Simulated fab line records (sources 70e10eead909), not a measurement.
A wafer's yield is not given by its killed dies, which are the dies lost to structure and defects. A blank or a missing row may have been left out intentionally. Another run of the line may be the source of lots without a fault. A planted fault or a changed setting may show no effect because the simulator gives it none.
Matching of chambers | flow nandHarc | NHARC_P_M0_PRE_CLEAN_31 on pecvd-01: 3 sister chambers
The step time 12 s. 3 wafers are shown with their chamber, then 8 later ones without.

== WAFERS, EACH WITH ITS CHAMBER ==
wafer  | chamber | heaterPowerW (W)
L086.1 | 2       | 567
L086.4 | 1       | 621
L087.4 | 0       | 610

== WAFERS WITH NO CHAMBER GIVEN ==
wafer  | heaterPowerW (W)
L087.5 | 575
L087.6 | 539
L091.2 | 591
L091.3 | 574
L091.6 | 596
L096.2 | 608
L096.4 | 664
L096.6 | 587

== CHAMBER TAKEN BY EACH ==
wafer  | from the rows above          | in truth
L087.5 | can't be placed: 2 or 0 or 1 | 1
L087.6 | can't be placed: 2 or 0      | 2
L091.2 | can't be placed: 0 or 2 or 1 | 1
L091.3 | can't be placed: 2 or 0 or 1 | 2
L091.6 | can't be placed: 0 or 1 or 2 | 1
L096.2 | can't be placed: 0 or 1 or 2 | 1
L096.4 | can't be placed: 1 or 0      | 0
L096.6 | can't be placed: 2 or 0 or 1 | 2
Correctly placed: 0 of 8. Cannot be placed on the basis of these rows: 8; the candidates contain the true chamber in 8. Placed wrongly: 0.
How it was worked out, from the rows above alone: a wafer's distance from a chamber is the root of the sum, over the readings, of the square of ((its reading less the chamber's mean) divided by the reading's scatter). The wafer belongs to the nearest chamber; if the next one is less than 2 further off, it can't be placed. The mean given for a chamber averages the wafers shown for that chamber. The scatter (one wafer shown for each chamber): square how far every hidden wafer sits from the nearest shown wafer, average those squares and take the square root.
